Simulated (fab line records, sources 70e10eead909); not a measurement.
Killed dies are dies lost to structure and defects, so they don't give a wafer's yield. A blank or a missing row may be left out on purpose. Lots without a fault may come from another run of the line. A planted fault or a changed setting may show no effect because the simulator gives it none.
Chamber matching | flow nand_harc | NHARC_A_STAIRCASE_DEP_280 on pecvd-04: 3 sister chambers
The step deposits SiON, target thk 30 nm. 14 wafers are shown with their chamber, then 7 later ones without.

WAFERS WITH THEIR CHAMBER
wafer  | chamber | heater_power_w (W) | chamber_pressure_Torr (Torr)
L077.2 | 0       | 626                | 3.487
L077.3 | 2       | 694                | 3.506
L077.5 | 1       | 883                | 3.479
L082.3 | 1       | 866                | 3.505
L082.4 | 1       | 873                | 3.505
L082.5 | 2       | 696                | 3.507
L089.1 | 1       | 843                | 3.482
L089.3 | 2       | 777                | 3.498
L089.6 | 1       | 819                | 3.497
L088.1 | 0       | 609                | 3.485
L088.4 | 0       | 625                | 3.483
L088.5 | 1       | 806                | 3.502
L090.3 | 1       | 845                | 3.507
L090.4 | 0       | 688                | 3.506

SIGNATURES (means of the wafers above)
reading               | chamber 0 | chamber 1 | chamber 2 | scatter within a chamber
heater_power_w        | 637.00    | 847.86    | 722.33    | 34.3
chamber_pressure_Torr | 3.49025   | 3.49671   | 3.50367   | 0.0104
Rule: a wafer's distance from a chamber is the root of the sum, over the readings, of the square of ((its reading less the chamber's mean) divided by the reading's scatter). The wafer belongs to the nearest chamber; if the next one is less than 2 further off, it can't be placed. The scatter: the root of (the sum of the squares of (reading less its chamber's mean) over the shown wafers, divided by (wafers less chambers)).

WAFERS WITHOUT THEIR CHAMBER
wafer  | heater_power_w (W) | chamber_pressure_Torr (Torr)
L090.5 | 841                | 3.496
L092.1 | 749                | 3.505
L092.3 | 718                | 3.513
L092.6 | 773                | 3.494
L096.3 | 823                | 3.497
L096.5 | 810                | 3.498
L096.6 | 661                | 3.495

WHICH CHAMBER EACH WENT THROUGH
wafer  | from the rows above     | in truth
L090.5 | 1                       | 1
L092.1 | 2                       | 2
L092.3 | 2                       | 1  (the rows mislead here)
L092.6 | can't be placed: 2 or 1 | 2
L096.3 | 1                       | 1
L096.5 | can't be placed: 1 or 2 | 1
L096.6 | can't be placed: 0 or 2 | 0
Placed correctly: 3 of 7. Can't be placed from these rows: 3 (the true chamber is among the candidates in 3). Placed wrongly: 1.
